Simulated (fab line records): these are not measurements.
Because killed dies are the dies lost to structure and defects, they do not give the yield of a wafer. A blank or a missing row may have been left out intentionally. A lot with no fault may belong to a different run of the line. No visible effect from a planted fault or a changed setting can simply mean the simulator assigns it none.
Chamber matching | flow nand_harc | NHARC_A_STAIRCASE_TRIM_200 on rie_diel-01 has 4 sister chambers
The step chemistry O2, time 211.2 s. 4 wafers are shown with their chamber, then 8 later ones without.

## EACH WAFER AND ITS CHAMBER
wafer  | chamber | showerhead_plenum_p_Torr (Torr)
L781.1 | 2       | 3.63
L791.1 | 3       | 3.47
L791.6 | 0       | 3.30
L793.1 | 1       | 3.34

## WAFERS WHOSE CHAMBER IS MISSING
wafer  | showerhead_plenum_p_Torr (Torr)
L793.3 | 3.46
L793.4 | 3.29
L797.1 | 3.61
L797.2 | 3.46
L797.4 | 3.34
L798.3 | 3.29
L798.4 | 3.46
L798.6 | 3.29

## CHAMBER TAKEN BY EACH
wafer  | from the rows above | in truth
L793.3 | 3                   | 3
L793.4 | 0                   | 0
L797.1 | 2                   | 2
L797.2 | 3                   | 3
L797.4 | 1                   | 1
L798.3 | 0                   | 0
L798.4 | 3                   | 3
L798.6 | 0                   | 0
8 of 8 placed correctly. Can't be placed from these rows: 0. Number placed wrongly: 0.
How it was worked out, from the rows above alone: a wafer's distance from a chamber is the root of the sum, over the readings, of the square of ((its reading less the chamber's mean) divided by the reading's scatter). If the next closest chamber is less than 2 further off than the closest, the wafer can't be placed; otherwise it belongs to the closest. For every chamber, the mean is computed from those of its wafers that are shown. The scatter: with one shown wafer a chamber, the root of the mean of the squares of how far each hidden wafer lies from its nearest shown one.
